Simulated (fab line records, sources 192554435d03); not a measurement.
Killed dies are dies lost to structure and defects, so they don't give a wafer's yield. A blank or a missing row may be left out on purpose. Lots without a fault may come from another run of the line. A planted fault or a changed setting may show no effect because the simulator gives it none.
Chamber matching | flow n5_finfet | N5_GATE_CUT_ETCH_58 on rie_diel-02: 4 sister chambers
The step etches SiNx in CH3F/O2, target depth 17 nm, time 128.6 s. 4 wafers are shown with their chamber, then 10 later ones without.

WAFERS WITH THEIR CHAMBER
wafer  | chamber | drypump_motor_current_A (A)
L081.4 | 1       | 6.5
L085.2 | 0       | 6.1
L090.3 | 3       | 5.2
L090.4 | 2       | 5.3

WAFERS WITHOUT THEIR CHAMBER
wafer  | drypump_motor_current_A (A)
L090.5 | 5.3
L091.1 | 5.2
L091.2 | 6.6
L091.6 | 6.2
L092.1 | 5.2
L092.2 | 6.1
L092.6 | 5.3
L097.2 | 6.1
L097.3 | 5.3
L097.6 | 6.6

WHICH CHAMBER EACH WENT THROUGH
wafer  | from the rows above     | in truth
L090.5 | can't be placed: 2 or 3 | 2
L091.1 | can't be placed: 3 or 2 | 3
L091.2 | 1                       | 1
L091.6 | 0                       | 0
L092.1 | can't be placed: 3 or 2 | 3
L092.2 | 0                       | 0
L092.6 | can't be placed: 2 or 3 | 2
L097.2 | 0                       | 0
L097.3 | can't be placed: 2 or 3 | 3
L097.6 | 1                       | 1
Placed correctly: 5 of 10. Can't be placed from these rows: 5 (the true chamber is among the candidates in 5). Placed wrongly: 0.
How it was worked out, from the rows above alone: a wafer's distance from a chamber is the root of the sum, over the readings, of the square of ((its reading less the chamber's mean) divided by the reading's scatter). The wafer belongs to the nearest chamber; if the next one is less than 2 further off, it can't be placed. A chamber's mean is the mean of its shown wafers. The scatter: with one shown wafer a chamber, the root of the mean of the squares of how far each hidden wafer lies from its nearest shown one.
